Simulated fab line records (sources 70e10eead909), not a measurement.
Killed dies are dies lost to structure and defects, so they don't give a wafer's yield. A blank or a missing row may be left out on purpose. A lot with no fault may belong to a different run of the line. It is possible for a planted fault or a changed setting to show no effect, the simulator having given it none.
Chamber matching + flow nand-harc + rie-diel-12 running NHARC_A_BLC_ETCH_16: 4 sister chambers
The step etches the open film in CF4, target depth 39 nm, time 65 s. 8 wafers are shown with their chamber, then 9 later ones without.

## WAFERS, EACH WITH ITS CHAMBER
| wafer  | chamber | rf-fwd-power-W (W) | rf-vpp-V (V) |
|--------|---------|--------------------|--------------|
| L075.5 | 1       | 298.2              | 148.8        |
| L084.1 | 2       | 296.7              | 149.7        |
| L084.6 | 2       | 297.5              | 150.2        |
| L086.3 | 0       | 295.7              | 152.8        |
| L086.6 | 3       | 297.0              | 152.5        |
| L087.2 | 3       | 297.4              | 152.4        |
| L087.4 | 1       | 299.6              | 149.9        |
| L087.6 | 0       | 296.2              | 150.6        |

## WAFERS MISSING THEIR CHAMBER
| wafer  | rf-fwd-power-W (W) | rf-vpp-V (V) |
|--------|--------------------|--------------|
| L091.2 | 297.6              | 150.1        |
| L091.3 | 297.9              | 151.1        |
| L091.5 | 297.7              | 150.8        |
| L093.4 | 297.9              | 152.2        |
| L093.5 | 295.9              | 151.7        |
| L093.6 | 299.1              | 151.2        |
| L095.1 | 299.2              | 150.3        |
| L095.2 | 296.8              | 151.2        |
| L095.6 | 297.7              | 151.0        |

## CHAMBER TAKEN BY EACH
| wafer  | from the rows above               | in truth                   |
|--------|-----------------------------------|----------------------------|
| L091.2 | can't be placed: 2 or 1 or 3      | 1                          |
| L091.3 | can't be placed: 2 or 3 or 1 or 0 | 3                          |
| L091.5 | can't be placed: 2 or 3 or 1 or 0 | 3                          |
| L093.4 | can't be placed: 3 or 2           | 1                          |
| L093.5 | 0                                 | 0                          |
| L093.6 | can't be placed: 1 or 3 or 2      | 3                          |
| L095.1 | 1                                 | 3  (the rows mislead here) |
| L095.2 | can't be placed: 2 or 0 or 3      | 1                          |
| L095.6 | can't be placed: 2 or 3 or 1 or 0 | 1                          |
Placed correctly: 1 of 9. Cannot be placed on the basis of these rows: 7; the candidates contain the true chamber in 5. Number placed wrongly: 1.
How it was worked out, from the rows above alone: a wafer's distance from a chamber is the root of the sum, over the readings, of the square of ((its reading less the chamber's mean) divided by the reading's scatter). If the next closest chamber is less than 2 further off than the closest, the wafer can't be placed; otherwise it belongs to the closest. Each chamber's mean is taken over the wafers shown for it. The scatter is the square root of a quotient: the sum, over the shown wafers, of each reading's squared deviation from its chamber's mean, divided by wafers minus chambers.
